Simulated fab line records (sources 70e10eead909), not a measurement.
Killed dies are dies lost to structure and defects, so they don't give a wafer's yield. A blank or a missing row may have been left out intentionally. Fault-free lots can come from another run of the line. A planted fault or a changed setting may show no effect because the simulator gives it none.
Chamber matching / flow nand harc / rie diel-11 running NHARC_A_CHANNEL_FILL_D2_STRIP_28: 4 sister chambers
The step strips in O2, time 20 s. 14 wafers are shown with their chamber, then 7 later ones without.

== WAFERS, EACH WITH ITS CHAMBER ==
wafer=L075.2; chamber=3; drypump motor current A (A)=5.1; chamber pressure mTorr (mTorr)=59.95; rf vpp V (V)=56.9
wafer=L075.3; chamber=1; drypump motor current A (A)=6.2; chamber pressure mTorr (mTorr)=60.04; rf vpp V (V)=56.6
wafer=L075.5; chamber=1; drypump motor current A (A)=6.3; chamber pressure mTorr (mTorr)=60.05; rf vpp V (V)=58.6
wafer=L078.2; chamber=3; drypump motor current A (A)=5.1; chamber pressure mTorr (mTorr)=60.05; rf vpp V (V)=57.1
wafer=L078.5; chamber=2; drypump motor current A (A)=5.6; chamber pressure mTorr (mTorr)=59.95; rf vpp V (V)=59.7
wafer=L078.6; chamber=1; drypump motor current A (A)=6.3; chamber pressure mTorr (mTorr)=60.06; rf vpp V (V)=57.9
wafer=L083.1; chamber=1; drypump motor current A (A)=6.2; chamber pressure mTorr (mTorr)=59.97; rf vpp V (V)=57.8
wafer=L083.2; chamber=3; drypump motor current A (A)=5.1; chamber pressure mTorr (mTorr)=59.96; rf vpp V (V)=57.0
wafer=L083.6; chamber=3; drypump motor current A (A)=5.1; chamber pressure mTorr (mTorr)=60.00; rf vpp V (V)=56.5
wafer=L085.2; chamber=1; drypump motor current A (A)=6.3; chamber pressure mTorr (mTorr)=60.00; rf vpp V (V)=56.5
wafer=L085.5; chamber=1; drypump motor current A (A)=6.3; chamber pressure mTorr (mTorr)=60.06; rf vpp V (V)=55.6
wafer=L085.6; chamber=0; drypump motor current A (A)=5.8; chamber pressure mTorr (mTorr)=60.07; rf vpp V (V)=59.2
wafer=L089.1; chamber=2; drypump motor current A (A)=5.6; chamber pressure mTorr (mTorr)=59.97; rf vpp V (V)=57.4
wafer=L089.2; chamber=3; drypump motor current A (A)=5.1; chamber pressure mTorr (mTorr)=60.00; rf vpp V (V)=57.7

SIGNATURES, as means of the wafers listed above
reading=drypump motor current A; chamber 0=5.800; chamber 1=6.267; chamber 2=5.600; chamber 3=5.100; scatter within a chamber=0.0365
reading=chamber pressure mTorr; chamber 0=60.0700; chamber 1=60.0300; chamber 2=59.9600; chamber 3=59.9920; scatter within a chamber=0.0364
reading=rf vpp V; chamber 0=59.200; chamber 1=57.167; chamber 2=58.550; chamber 3=57.040; scatter within a chamber=0.98
Rule: a wafer lies at a distance from a chamber equal to the root of the sum of squares, over the readings, of (its reading less the chamber's mean, divided by the reading's scatter). The wafer belongs to the nearest chamber; if the next one is less than 2 further off, it can't be placed. The scatter: the root of (the sum of the squares of (reading less its chamber's mean) over the shown wafers, divided by (wafers less chambers)).

== WAFERS MISSING THEIR CHAMBER ==
wafer=L089.5; drypump motor current A (A)=5.8; chamber pressure mTorr (mTorr)=59.96; rf vpp V (V)=57.6
wafer=L092.1; drypump motor current A (A)=6.3; chamber pressure mTorr (mTorr)=60.01; rf vpp V (V)=57.7
wafer=L092.4; drypump motor current A (A)=5.1; chamber pressure mTorr (mTorr)=60.05; rf vpp V (V)=57.9
wafer=L092.6; drypump motor current A (A)=5.8; chamber pressure mTorr (mTorr)=59.95; rf vpp V (V)=56.6
wafer=L095.2; drypump motor current A (A)=6.3; chamber pressure mTorr (mTorr)=60.00; rf vpp V (V)=57.6
wafer=L095.4; drypump motor current A (A)=5.8; chamber pressure mTorr (mTorr)=59.96; rf vpp V (V)=58.2
wafer=L095.5; drypump motor current A (A)=5.1; chamber pressure mTorr (mTorr)=60.06; rf vpp V (V)=60.1

== WHICH CHAMBER EACH ONE RAN IN ==
wafer=L089.5; from the rows above=0; in truth=0
wafer=L092.1; from the rows above=1; in truth=1
wafer=L092.4; from the rows above=3; in truth=3
wafer=L092.6; from the rows above=can't be placed: 0 or 2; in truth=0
wafer=L095.2; from the rows above=1; in truth=1
wafer=L095.4; from the rows above=0; in truth=0
wafer=L095.5; from the rows above=3; in truth=3
Correct placement for 6 of the 7. Cannot be placed on the basis of these rows: 1; the candidates contain the true chamber in 1. Number placed wrongly: 0.
